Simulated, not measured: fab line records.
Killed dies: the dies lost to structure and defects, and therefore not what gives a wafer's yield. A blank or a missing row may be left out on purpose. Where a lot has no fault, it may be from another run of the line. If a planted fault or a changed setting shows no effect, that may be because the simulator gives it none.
Which tool is to blame? ; flow nand-harc ; 13 lots, 39 wafers sampled, at 3 steps of a route of 1302

## WHAT THE GAUGES SHOWED, per wafer
NHARC_P_ZERO_WELL_INSPECT_43. Usual: raw-defect-count at 14, with a standard deviation of 6.
lot;measured;on;raw-defect-count;flag
L360;day 2 03:43;defect-inspect-01;34 21 22;
L361;day 2 13:51;defect-inspect-01;12 13 13;
L362;day 2 23:25;defect-inspect-01;14 17 9;
L364;day 3 19:18;defect-inspect-02;27 23 30;
L365;day 4 05:43;defect-inspect-02;13 10 15;
L366;day 4 18:38;defect-inspect-01;12 10 4;
L367;day 5 01:31;defect-inspect-02;14 14 18;
L377;day 9 05:38;defect-inspect-01;25 20 25;
L378;day 9 15:50;defect-inspect-01;11 10 8;
L379;day 10 01:41;defect-inspect-02;18 13 15;
L380;day 10 11:31;defect-inspect-02;21 15 10;
L382;day 11 07:31;defect-inspect-02;12 18 13;
L383;day 11 17:25;defect-inspect-02;5 8 13;

NHARC_P_GATE_CD_MEAS_11: target cd 1640 nm. Usual: cd-nm at 1640.2 nm, with a standard deviation of 1.9.
lot;measured;on;cd-nm (nm);flag
L360;day 4 06:38;cd-sem-02;1644.2 1639.2 1640.0;
L361;day 4 21:23;cd-sem-01;1638.2 1641.4 1638.1;
L362;day 5 01:50;cd-sem-02;1637.7 1638.9 1638.5;
L364;day 5 23:25;cd-sem-02;1635.5 1639.4 1637.5;
L365;day 6 10:10;cd-sem-02;1641.8 1638.9 1641.7;
L366;day 7 03:13;cd-sem-02;1641.9 1636.8 1642.2;
L367;day 7 14:46;cd-sem-03;- - -;OFF
L377;day 11 11:10;cd-sem-03;1639.9 1639.8 1640.2;
L378;day 11 19:48;cd-sem-03;1639.8 1643.3 1637.8;
L379;day 12 05:02;cd-sem-03;1641.3 1641.5 1640.2;
L380;day 12 17:11;cd-sem-02;1642.0 1641.5 1642.5;
L382;day 13 10:54;cd-sem-01;1644.9 1643.8 1639.4;
L383;day 13 20:33;cd-sem-02;1641.0 1640.3 1638.2;

## EACH LOT AND THE TOOL THAT RAN IT (in order: tool; ch and the chambers of the sampled wafers; start)
lot;NHARC_P_GATE_EXPOSE_08
L360;krf-scanner-03 ch 0, day 4 06:29
L361;krf-scanner-04 ch 0, day 4 21:13
L362;krf-scanner-03 ch 0, day 5 01:41
L364;krf-scanner-02 ch 0, day 5 23:16
L365;krf-scanner-02 ch 0, day 6 10:00
L366;krf-scanner-03 ch 0, day 7 03:04
L367;krf-scanner-02 ch 0, day 7 14:36
L377;krf-scanner-03 ch 0, day 11 11:01
L378;krf-scanner-02 ch 0, day 11 19:38
L379;krf-scanner-04 ch 0, day 12 04:53
L380;krf-scanner-04 ch 0, day 12 17:01
L382;krf-scanner-04 ch 0, day 13 10:44
L383;krf-scanner-02 ch 0, day 13 20:23
- NHARC_P_GATE_EXPOSE_08: exposes mask P HV.

## WHAT THE TOOLS THEMSELVES READ (means of the sampled wafers that have a number; where no wafer has one, the mark that the record gives instead)
The record holds no such reading with a usual standard deviation.

## THE ANSWER, worked out from the rows above alone
Rule: lot off if the mean of its wafers having a number is beyond 3 standard deviations from the usual mean. Also off: a lot with no number at a reading for which 4 or more lots have one. All remaining lots with rows at the step are treated as sound. The gauges are gone through in route order, then the tools' own readings, and for those a lot's mean is taken as printed above. The first step at which some lot is off is used, and at that step the reading that is off furthest; a lot without a number counts as furthest.
Off: L367, at NHARC_P_GATE_CD_MEAS_11 (cd-nm). Without a number there: L367.
If a tool, at a process step before that reading, ran all the lots that are off and no sound lot after the first of them, it fits. Those tools and the gauges at NHARC_P_GATE_CD_MEAS_11 are tried in the same way. Not one of the candidates tried fits.

## WHAT THE SIMULATOR PUT IN
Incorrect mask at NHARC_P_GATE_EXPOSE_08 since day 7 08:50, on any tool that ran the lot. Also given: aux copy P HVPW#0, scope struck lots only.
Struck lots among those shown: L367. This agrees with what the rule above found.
